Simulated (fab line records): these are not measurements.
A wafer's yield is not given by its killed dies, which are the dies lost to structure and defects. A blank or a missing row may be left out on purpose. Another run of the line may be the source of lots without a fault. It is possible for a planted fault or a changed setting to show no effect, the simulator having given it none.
Split-lot experiment :: flow n5_finfet :: route with 1938 steps; 7 lots, 21 wafers read

THE SPLIT ITSELF
At N5_DUMMY_GATE_PECVD_30 (deposits SiO2 from TEOS/O2, target thk 55 nm, time 10.8 s), the setting time_s was moved away from the recipe's 10.8 s on 12 of the 21 wafers read, by -7.3% to +13.1%. The other wafers ran this setting at the recipe's value.

FROM THE SPLIT TO THE READING: what the file shows between them, 4 steps
- N5_DUMMY_GATE_COAT_34: time 60 s, resist thk 60 nm
- N5_DUMMY_GATE_COAT_35: time 60 s, resist thk 10 nm
- N5_DUMMY_GATE_ETCH_31: etches SiO2 in C4F6/O2, target depth 82.5 nm, time 27.5 s
- N5_DUMMY_GATE_STRIP_41: strips in O2

THE READING
SiO2_of_DUMMY_GATE_PECVD_30.thk_nm (the simulator's own value, which no gauge read), in nm, at N5_DUMMY_GATE_HM_OPEN_21 (chemistry CH3F/O2, target SiNx, target depth 120 nm, time 171.4 s). The file does not state a usual value for it. The 9 wafers here that ran the recipe average 45.0 nm, standard deviation 0.7 nm.

wafer: L081.1
tool, chamber at the split: pecvd-01, 2
time_s as run, s: 12.22
against the recipe: +13.1%
SiO2_of_DUMMY_GATE_PECVD_30.thk_nm, nm: 51.8
against lot-mates on the recipe: +6.4

wafer: L081.6
tool, chamber at the split: pecvd-01, 2
time_s as run, s: 12.22
against the recipe: +13.1%
SiO2_of_DUMMY_GATE_PECVD_30.thk_nm, nm: 51.8
against lot-mates on the recipe: +6.4

wafer: L081.3
tool, chamber at the split: pecvd-01, 2
time_s as run, s: 10.8
against the recipe: recipe
SiO2_of_DUMMY_GATE_PECVD_30.thk_nm, nm: 45.4
against lot-mates on the recipe: -

wafer: L082.1
tool, chamber at the split: pecvd-01, 0
time_s as run, s: 10.8
against the recipe: recipe
SiO2_of_DUMMY_GATE_PECVD_30.thk_nm, nm: 43.4
against lot-mates on the recipe: -

wafer: L082.4
tool, chamber at the split: pecvd-01, 0,2
time_s as run, s: 10.8
against the recipe: recipe
SiO2_of_DUMMY_GATE_PECVD_30.thk_nm, nm: 45.6
against lot-mates on the recipe: -

wafer: L082.5
tool, chamber at the split: pecvd-01, 0,2
time_s as run, s: 10.8
against the recipe: recipe
SiO2_of_DUMMY_GATE_PECVD_30.thk_nm, nm: 45.6
against lot-mates on the recipe: -

wafer: L084.3
tool, chamber at the split: pecvd-01, 0
time_s as run, s: 11.44
against the recipe: +5.9%
SiO2_of_DUMMY_GATE_PECVD_30.thk_nm, nm: 47.4
against lot-mates on the recipe: +2.2

wafer: L084.4
tool, chamber at the split: pecvd-01, 1
time_s as run, s: 11.44
against the recipe: +5.9%
SiO2_of_DUMMY_GATE_PECVD_30.thk_nm, nm: 48.8
against lot-mates on the recipe: +3.6

wafer: L084.6
tool, chamber at the split: pecvd-01, 2
time_s as run, s: 10.8
against the recipe: recipe
SiO2_of_DUMMY_GATE_PECVD_30.thk_nm, nm: 45.2
against lot-mates on the recipe: -

wafer: L085.1
tool, chamber at the split: pecvd-04, 0
time_s as run, s: 10.8
against the recipe: recipe
SiO2_of_DUMMY_GATE_PECVD_30.thk_nm, nm: 44.4
against lot-mates on the recipe: -

wafer: L085.3
tool, chamber at the split: pecvd-04, 2
time_s as run, s: 10.01
against the recipe: -7.3%
SiO2_of_DUMMY_GATE_PECVD_30.thk_nm, nm: 40.4
against lot-mates on the recipe: -4.3

wafer: L085.5
tool, chamber at the split: pecvd-04, 1
time_s as run, s: 10.8
against the recipe: recipe
SiO2_of_DUMMY_GATE_PECVD_30.thk_nm, nm: 45
against lot-mates on the recipe: -

wafer: L088.4
tool, chamber at the split: pecvd-02, 0
time_s as run, s: 12.07
against the recipe: +11.8%
SiO2_of_DUMMY_GATE_PECVD_30.thk_nm, nm: 52.2
against lot-mates on the recipe: +7.2

wafer: L088.5
tool, chamber at the split: pecvd-02, 1
time_s as run, s: 10.8
against the recipe: recipe
SiO2_of_DUMMY_GATE_PECVD_30.thk_nm, nm: 45
against lot-mates on the recipe: -

wafer: L088.6
tool, chamber at the split: pecvd-02, 2
time_s as run, s: 12.07
against the recipe: +11.8%
SiO2_of_DUMMY_GATE_PECVD_30.thk_nm, nm: 51.8
against lot-mates on the recipe: +6.8

wafer: L096.1
tool, chamber at the split: pecvd-02, 0
time_s as run, s: 11.21
against the recipe: +3.8%
SiO2_of_DUMMY_GATE_PECVD_30.thk_nm, nm: 45.6
against lot-mates on the recipe: no lot-mate on the recipe

wafer: L096.2
tool, chamber at the split: pecvd-02, 1
time_s as run, s: 11.21
against the recipe: +3.8%
SiO2_of_DUMMY_GATE_PECVD_30.thk_nm, nm: 45.2
against lot-mates on the recipe: no lot-mate on the recipe

wafer: L096.4
tool, chamber at the split: pecvd-02, 1
time_s as run, s: 11.21
against the recipe: +3.8%
SiO2_of_DUMMY_GATE_PECVD_30.thk_nm, nm: 47.8
against lot-mates on the recipe: no lot-mate on the recipe

wafer: L097.1
tool, chamber at the split: pecvd-04, 2
time_s as run, s: 11.22
against the recipe: +3.9%
SiO2_of_DUMMY_GATE_PECVD_30.thk_nm, nm: 46.2
against lot-mates on the recipe: +0.4

wafer: L097.4
tool, chamber at the split: pecvd-04, 0
time_s as run, s: 11.22
against the recipe: +3.9%
SiO2_of_DUMMY_GATE_PECVD_30.thk_nm, nm: 47.4
against lot-mates on the recipe: +1.6

wafer: L097.5
tool, chamber at the split: pecvd-04, 1
time_s as run, s: 10.8
against the recipe: recipe
SiO2_of_DUMMY_GATE_PECVD_30.thk_nm, nm: 45.8
against lot-mates on the recipe: -
Where a row lists several chambers, the file gives one row for several wafers and doesn't say which wafer went through which chamber.

FIT RESULTS
A straight line over all 21 wafers: SiO2_of_DUMMY_GATE_PECVD_30.thk_nm changes by +0.556 nm for each +1% of time_s; r = +0.96; the points scatter about the line by 0.84 nm.
The same after taking each lot's own level away (the mean of its wafers on the recipe; 18 wafers): +0.537 nm for each +1%; r = +0.97; scatter 0.76 nm.
Per that fit: largest time_s move, reading shift of 7.1 nm.
The span of the lots' own levels, 44.70 to 45.80 nm, comes to 1.6 times the standard deviation stated above.
The two slopes agree, so the slope changes little with the lot-to-lot level.
Check: with one of the wafers moved furthest among these (+13.1%) left out of the fit, the line predicts +7.04 nm for it against its lot-mates. Against them it came out at +6.4 nm.

ADDITIONAL SPLITS CARRIED BY THESE WAFERS
Other splits were also applied to these wafers ahead of the reading. Each is held against what the fit with the lots' levels taken away leaves over:
other split on the same wafers: N5_ZERO_LAYER_PECVD_02 time_s
wafers away from the commonest value: 8
r with SiO2_of_DUMMY_GATE_PECVD_30.thk_nm (lot level and that fit taken away): +0.06

other split on the same wafers: N5_ZERO_LAYER_COAT_05 spin_rpm
wafers away from the commonest value: 9
r with SiO2_of_DUMMY_GATE_PECVD_30.thk_nm (lot level and that fit taken away): -0.09

other split on the same wafers: N5_WELL_APT_EXPOSE_05 dose_mj
wafers away from the commonest value: 11
r with SiO2_of_DUMMY_GATE_PECVD_30.thk_nm (lot level and that fit taken away): +0.19

other split on the same wafers: N5_WELL_APT_PEB_06 peb_time_s
wafers away from the commonest value: 8
r with SiO2_of_DUMMY_GATE_PECVD_30.thk_nm (lot level and that fit taken away): -0.28

other split on the same wafers: N5_FIN_SAQP_PEB_14 peb_time_s
wafers away from the commonest value: 5
r with SiO2_of_DUMMY_GATE_PECVD_30.thk_nm (lot level and that fit taken away): -0.30

THE WHOLE CHAIN: every reading that the file lists as answering this split, in the file's order
step: N5_DUMMY_GATE_PECVD_30
what it does: deposits SiO2 from TEOS/O2, target thk 55 nm, time 10.8 s
reading: SiO2_of_DUMMY_GATE_PECVD_30.thk_nm (the simulator's own value, which no gauge read)
change (the file's fit): +0.517 nm for each +1% of the setting
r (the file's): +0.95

step: N5_DUMMY_GATE_HM_OPEN_21
what it does: chemistry CH3F/O2, target SiNx, target depth 120 nm, time 171.4 s
reading: SiO2_of_DUMMY_GATE_PECVD_30.thk_nm (the simulator's own value, which no gauge read)
change (the file's fit): +0.528 nm for each +1% of the setting
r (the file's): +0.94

FILE'S OWN FIT
SiO2_of_DUMMY_GATE_PECVD_30.thk_nm changes by +0.528 nm for each +1% of time_s, r = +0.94.
